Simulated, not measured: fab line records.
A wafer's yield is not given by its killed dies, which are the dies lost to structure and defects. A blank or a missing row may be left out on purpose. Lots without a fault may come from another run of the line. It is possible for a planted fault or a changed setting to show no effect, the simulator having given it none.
Matching of chambers | flow nand-harc | NHARC_A_STAIRCASE_DEP_417 on pecvd-04 has 3 sister chambers
The step deposits Si3N4, target thk 60 nm. 3 wafers are shown with their chamber, then 10 later ones without.

## WAFERS WITH THEIR CHAMBER
wafer  | chamber | showerhead-vpp-V (V)
L085.6 | 0       | 1225
L086.1 | 1       | 1257
L086.3 | 2       | 1311

## WAFERS WHOSE CHAMBER IS MISSING
wafer  | showerhead-vpp-V (V)
L086.5 | 1267
L092.1 | 1203
L092.2 | 1252
L092.4 | 1249
L093.2 | 1229
L093.4 | 1244
L093.6 | 1274
L096.2 | 1222
L096.3 | 1306
L096.5 | 1298

## WHICH CHAMBER EACH ONE RAN IN
wafer  | from the rows above     | in truth
L086.5 | 1                       | 1
L092.1 | 0                       | 0
L092.2 | can't be placed: 1 or 0 | 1
L092.4 | can't be placed: 1 or 0 | 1
L093.2 | 0                       | 0
L093.4 | can't be placed: 1 or 0 | 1
L093.6 | can't be placed: 1 or 2 | 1
L096.2 | 0                       | 0
L096.3 | 2                       | 2
L096.5 | 2                       | 2
Correct placement for 6 of the 10. Not placeable from these rows: 4 (in 4, the candidates include the true chamber). Wrongly placed: 0.
How it was worked out, from the rows above alone: a wafer's distance from a chamber is the root of the sum, over the readings, of the square of ((its reading less the chamber's mean) divided by the reading's scatter). If the next closest chamber is less than 2 further off than the closest, the wafer can't be placed; otherwise it belongs to the closest. Each chamber's mean is taken over the wafers shown for it. The scatter: with one shown wafer a chamber, the root of the mean of the squares of how far each hidden wafer lies from its nearest shown one.
